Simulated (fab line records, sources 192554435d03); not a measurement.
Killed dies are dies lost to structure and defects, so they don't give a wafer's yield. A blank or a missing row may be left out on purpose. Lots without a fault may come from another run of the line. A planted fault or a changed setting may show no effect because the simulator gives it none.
fab line records | flow n5_finfet
record lots=12 wafers=35 last_day=19
route steps=1938 shown BEOL_M14@1716 PASSIVATION@1936
lots that met no fault: from a run of the same line without faults
start_h: hours from the record's first day to the start of the lot's first wafer shown | wait_h: hours since the lot's step before | " the same as in the row above | L1.1+2: a row that stands for several wafers | - no value, or no start given | * or withheld: withheld | < > ~ a bound
route shown NAME@n: a module of which the file shows steps, and the number in the route of the first | usual: mean/standard deviation of fault-free wafers | same: alike in all rows | chamber/n: place in a boat | sites: the reading at each site | _std_site: their standard deviation | _edge_site: outer sites' mean less inner sites' | radius_mm: how far each site lies from the wafer's centre | mask NAME#n: copy n | behind: the tool/chamber that last shaped the wafer | hold: why the lot was held/for how many hours/how that ended | device: the transistor (n, p or np) that didn't switch | end of line: the same wafers' tests at the end of the route | a step without rows: its recipe alone | killed: dies lost to structure and defects at the first sort, not the wafer's yield | map: a wafer's dies, x killed, . not, _ none there
set.NAME: the setting as run; set.NAME@STEP: as run at that earlier step | model.NAME: the simulator's own value behind a step, which no gauge read
steps of the route over a sample of lots; a table a step, a row a wafer
services: from which hour (start_h, from the record's first day; less than 0 if before it) a tool's chamber was out of use, for how many hours, and why
## steps
# step N5_BEOL_M14_ILD_DEP_00
# recipe material=SiO2 target_thk_a=11193 temp_c=400 precursor=TEOS/O2 pressure_torr=6.5 rf_w=900 teos_flow_sccm=161.4 gas=O2 flow_sccm=2650 time_s=237.4
# usual heater_power_w=620/120 showerhead_plenum_p_Torr=8.368/0.029 susceptor_temp_C=400.04/0.22 throttle_valve_pct=18.3/1.3
# columns lot.wafer tool chamber start_h wait_h heater_power_w showerhead_plenum_p_Torr susceptor_temp_C throttle_valve_pct
L846.2 pecvd-03 1 257.63 0.0 663 8.359 400.36 18.9
L846.4 " 0 " " 876 8.373 400.18 18.2
L846.5 " 2 " " 530 8.368 400.42 15.8
L847.1 pecvd-04 2 260.99 0.0 666 8.357 400.28 18.6
L847.3 " 0 " " 549 8.416 399.92 19.7
L847.5 " 1 " " 590 8.409 400.28 20.7
L848.1 pecvd-03 2 270.61 0.0 479 8.358 400.20 16.5
L848.2 " 0 " " 714 8.379 400.19 18.3
L848.6 " 2 " " 545 8.371 399.92 16.4
L850.1 pecvd-04 1 273.25 0.0 576 8.394 400.05 20.6
L850.2 " 0 " " 451 8.411 400.01 19.2
L850.6 " 1 " " 605 8.382 400.14 21.0
L852.1 pecvd-01 0 293.62 0.0 503 8.308 399.69 19.2
L852.2 " 1 " " 625 8.374 399.85 18.3
L852.6 " 0 " " 393 8.285 400.08 18.8
L854.2 pecvd-03 2 298.30 0.0 509 8.388 400.19 16.0
L854.5 " 2 " " 541 8.353 399.88 16.3
L854.6 " 0 " " 846 8.390 399.90 18.4
L856.1 pecvd-04 0 312.30 0.0 568 8.408 400.07 19.3
L856.3 " 1 " " 602 8.404 400.05 20.8
L856.6 " 0 " " 443 8.411 400.39 19.4
L857.1 pecvd-01 0 316.90 0.0 445 8.313 399.61 18.8
L857.2 " 2 " " 665 8.324 400.55 16.9
L857.6 " 1 " " 690 8.341 400.33 18.1
L859.1 pecvd-03 2 345.20 0.0 538 8.372 400.12 16.2
L859.3 " 1 " " 729 8.380 400.12 18.6
L859.5 " 1 " " 764 8.354 400.12 18.9
L864.1 pecvd-04 1 353.86 0.0 507 8.395 399.95 20.8
L864.4 " 0 " " 569 8.410 400.04 19.6
L864.5 " 1 " " 576 8.383 400.31 20.7
L869.1 pecvd-01 1 396.02 0.0 665 8.385 399.71 18.0
L869.2 " 0 " " 473 8.311 400.19 19.0
L869.5 " 2 " " 798 8.322 400.10 17.0
L868.4 pecvd-03 2 420.40 0.1 511 8.328 399.77 16.3
L868.5 " 1 " " 651 8.352 400.08 17.4
# step N5_BEOL_M14_OVL_MEAS_11
# recipe points_per_wafer=44
# usual V13_OVL=0/4.9
# columns lot.wafer tool chamber start_h wait_h V13_OVL[nm]
L846.2 overlay-02 0 258.28 0.0 3
L846.4 " 0 " " 0
L846.5 " 0 " " 0
L847.1 overlay-01 0 261.64 0.0 2
L847.3 " 0 " " -4
L847.5 " 0 " " -2
L848.1 overlay-01 0 271.26 0.0 10
L848.2 " 0 " " 2
L848.6 " 0 " " 3
L850.1 overlay-02 0 273.90 0.0 1
L850.2 " 0 " " 0
L850.6 " 0 " " 1
L852.1 overlay-01 0 294.15 0.0 -1
L852.2 " 0 " " -3
L852.6 " 0 " " -5
L854.2 overlay-01 0 298.83 0.0 -12
L854.5 " 0 " " -9
L854.6 " 0 " " 0
L856.1 overlay-02 0 312.83 0.0 10
L856.3 " 0 " " 1
L856.6 " 0 " " -3
L857.1 overlay-01 0 317.56 0.0 12
L857.2 " 0 " " 7
L857.6 " 0 " " 6
L859.1 overlay-02 0 345.73 0.0 -3
L859.3 " 0 " " 0
L859.5 " 0 " " 6
L864.1 overlay-02 0 354.38 0.0 0
L864.4 " 0 " " 0
L864.5 " 0 " " 2
L869.1 overlay-02 0 396.55 0.0 1
L869.2 " 0 " " -2
L869.5 " 0 " " 0
L868.4 overlay-01 0 420.85 0.0 -2
L868.5 " 0 " " -8
# step N5_BEOL_M14_EXPOSE_25
# recipe mask_id=M14 na=0.8 source_shape=annular sigma_inner=0.5 sigma_outer=0.8 polarization=unpolarized target_cd_nm=280 dose_mj=26.6
# same sigma_inner=0.5
# columns lot.wafer tool chamber start_h wait_h mask
L846.2+4+5 krf_scanner-01 0 258.94 - M14#0
L847.1+3+5 krf_scanner-02 0 262.42 - M14#0
L848.1+2+6 krf_scanner-02 0 271.94 - M14#0
L850.1+2+6 krf_scanner-02 0 274.55 - M14#0
L852.1+2+6 krf_scanner-02 0 294.92 - M14#0
L854.2+5+6 krf_scanner-02 0 299.58 - M14#0
L856.1+3+6 krf_scanner-02 0 313.47 - M14#0
L857.1+2+6 krf_scanner-02 0 318.20 - M14#0
L859.1+3+5 krf_scanner-01 0 346.60 - M14#0
L864.1+4+5 krf_scanner-01 0 355.11 - M14#0
L869.1+2+5 krf_scanner-01 0 397.41 - M14#0
L868.4+5 krf_scanner-01 0 421.52 - M14#0
# step N5_BEOL_M14_CD_MEAS_28
# recipe target_cd_nm=284.4 landing_energy_ev=500 detector=se_inlens
# usual cd_nm=282.1/2
# columns lot.wafer tool chamber start_h wait_h cd_nm
L846.2 cd_sem-01 0 259.11 - 280.5
L846.4 " 0 " " 276.9
L846.5 " 0 " " 282.8
L847.1 cd_sem-02 0 262.59 - 280.7
L847.3 " 0 " " 281.8
L847.5 " 0 " " 284.5
L848.1 cd_sem-01 0 272.11 - 278.6
L848.2 " 0 " " 282.4
L848.6 " 0 " " 282.2
L850.1 cd_sem-01 0 274.72 - 280.3
L850.2 " 0 " " 282.0
L850.6 " 0 " " 277.4
L852.1 cd_sem-03 0 295.09 - 281.3
L852.2 " 0 " " 283.5
L852.6 " 0 " " 283.4
L854.2 cd_sem-01 0 299.75 - 283.2
L854.5 " 0 " " 283.3
L854.6 " 0 " " 280.2
L856.1 cd_sem-03 0 313.65 - 280.3
L856.3 " 0 " " 283.2
L856.6 " 0 " " 283.7
L857.1 cd_sem-01 0 318.37 - 276.6
L857.2 " 0 " " 282.6
L857.6 " 0 " " 280.9
L859.1 cd_sem-01 0 346.77 - 282.5
L859.3 " 0 " " 282.7
L859.5 " 0 " " 280.3
L864.1 cd_sem-02 0 355.28 - 279.1
L864.4 " 0 " " 279.8
L864.5 " 0 " " 281.9
L869.1 cd_sem-02 0 397.58 - 283.0
L869.2 " 0 " " 282.5
L869.5 " 0 " " 279.0
L868.4 cd_sem-02 0 421.68 - 283.8
L868.5 " 0 " " 284.8
# step N5_BEOL_M14_OVL_MEAS_29
# recipe points_per_wafer=44
# usual M14_OVL=0/5.6
# columns lot.wafer tool chamber start_h wait_h M14_OVL[nm]
L846.2 overlay-02 0 259.14 0.0 13
L846.4 " 0 " " 0
L846.5 " 0 " " 0
L847.1 overlay-02 0 262.62 0.0 4
L847.3 " 0 " " 0
L847.5 " 0 " " 3
L848.1 overlay-01 0 272.14 0.0 4
L848.2 " 0 " " -7
L848.6 " 0 " " -7
L850.1 overlay-01 0 274.75 0.0 3
L850.2 " 0 " " 6
L850.6 " 0 " " 7
L852.1 overlay-02 0 295.12 0.0 -7
L852.2 " 0 " " -2
L852.6 " 0 " " 0
L854.2 overlay-02 0 299.78 0.0 31
L854.5 " 0 " " 28
L854.6 " 0 " " 35
L856.1 overlay-02 0 313.68 0.0 22
L856.3 " 0 " " 28
L856.6 " 0 " " 25
L857.1 overlay-02 0 318.41 0.0 25
L857.2 " 0 " " 33
L857.6 " 0 " " 32
L859.1 overlay-01 0 346.80 0.0 8
L859.3 " 0 " " 2
L859.5 " 0 " " 3
L864.1 overlay-02 0 355.32 0.0 3
L864.4 " 0 " " 2
L864.5 " 0 " " 4
L869.1 overlay-01 0 397.61 0.0 4
L869.2 " 0 " " -3
L869.5 " 0 " " 3
L868.4 overlay-01 0 421.70 0.0 -6
L868.5 " 0 " " 6
# step N5_PASSIVATION_PROBE_49
# usual defect_limited_yield=91.5/1.7 killed_at_M0_to_M3=33/11 killed_at_M4_up=13/5.2 killed_at_contacts=11/5.7 killed_at_front_end=39/11 killed_at_other=4/3 killed_dies=101/20 killed_open=66/15 killed_short=33/8.4 sort_bin_4_leakage=0.01/0.073 sort_bin_5_function=5.0/1.1 sort_bin_6_memory=3.2/0.69 sort_bin_8_speed=0.1/0.52 sort_n_pass=1078/20 sort_yield_pct=91.4/1.7
# same gross_dies=1180 killed_at_back_side=0
# columns lot.wafer tool chamber start_h wait_h defect_limited_yield[%] killed_at_M0_to_M3 killed_at_M4_up killed_at_contacts killed_at_front_end killed_at_other killed_dies killed_open killed_short sort_bin_4_leakage[%] sort_bin_5_function[%] sort_bin_6_memory[%] sort_bin_8_speed[%] sort_n_pass sort_yield_pct[%]
L859.1 prober-02 - 371.46 0.0 92.9 30 3 8 38 5 84 57 26 0 4.0 3.1 0 1096 92.9
# killed by level:class
L859.1 BEOL_M0_SAQP:geometric_particle:open=12 STI_FIN_REVEAL:geometric_particle:open=11 MOL_CONTACT_COAG:geometric_particle:open=7 BEOL_M3:geometric_particle:open=7 GATE_CUT:geometric_particle:short=4 FIN_SAQP:geometric_particle:short=3 STI_FIN_REVEAL:geometric_particle:short=3 BEOL_M2:geometric_particle:open=3
## services
# columns tool chamber start_h hours kind
krf_scanner-02 - 249.88 0.3 repair
krf_scanner-01 - 251.16 1.0 pm
pecvd-01 - 262.33 14.6 pm
krf_scanner-01 0 279.00 - calibration
krf_scanner-02 - 280.19 1.0 pm
pecvd-03 0 284.83 5.5 scheduled_down
pecvd-04 1 296.97 5.5 scheduled_down
krf_scanner-01 - 299.52 0.4 repair
krf_scanner-01 - 303.47 0.8 pm
krf_scanner-01 - 307.28 1.3 pm
pecvd-04 2 326.42 2.1 scheduled_down
pecvd-03 1 334.05 5.2 repair
krf_scanner-01 - 336.40 4.4 pm
krf_scanner-02 0 342.78 - calibration
pecvd-03 - 369.76 1.0 repair
pecvd-03 - 370.96 1.7 repair
krf_scanner-02 - 377.24 0.8 pm
pecvd-03 1 383.67 - clean
pecvd-03 1 383.67 - consumable_replace:showerhead
pecvd-03 1 383.67 29.0 scheduled_down
pecvd-03 1 383.67 29.0 vent_cycle
krf_scanner-01 - 389.51 4.0 pm
pecvd-04 0 400.98 2.1 scheduled_down
krf_scanner-01 - 405.04 1.1 repair
## key
first_sign step=N5_BEOL_M14_OVL_MEAS_29 reading=M14_OVL direction=up sigmas=5.1 usual=0 struck=29
effect none on later readings
met_at N5_BEOL_M14_EXPOSE_25
struck_lots L854,L856,L857
not_acting_at N5_BEOL_M14_ILD_DEP_00,N5_BEOL_M14_OVL_MEAS_11,N5_BEOL_M14_CD_MEAS_28
onset_between 294.92 299.58
fault kind=scanner_matching_overlay tool=krf_scanner-02 chamber=- onset_h=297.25 steps=N5_BEOL_M14_EXPOSE_25 offset=29.69
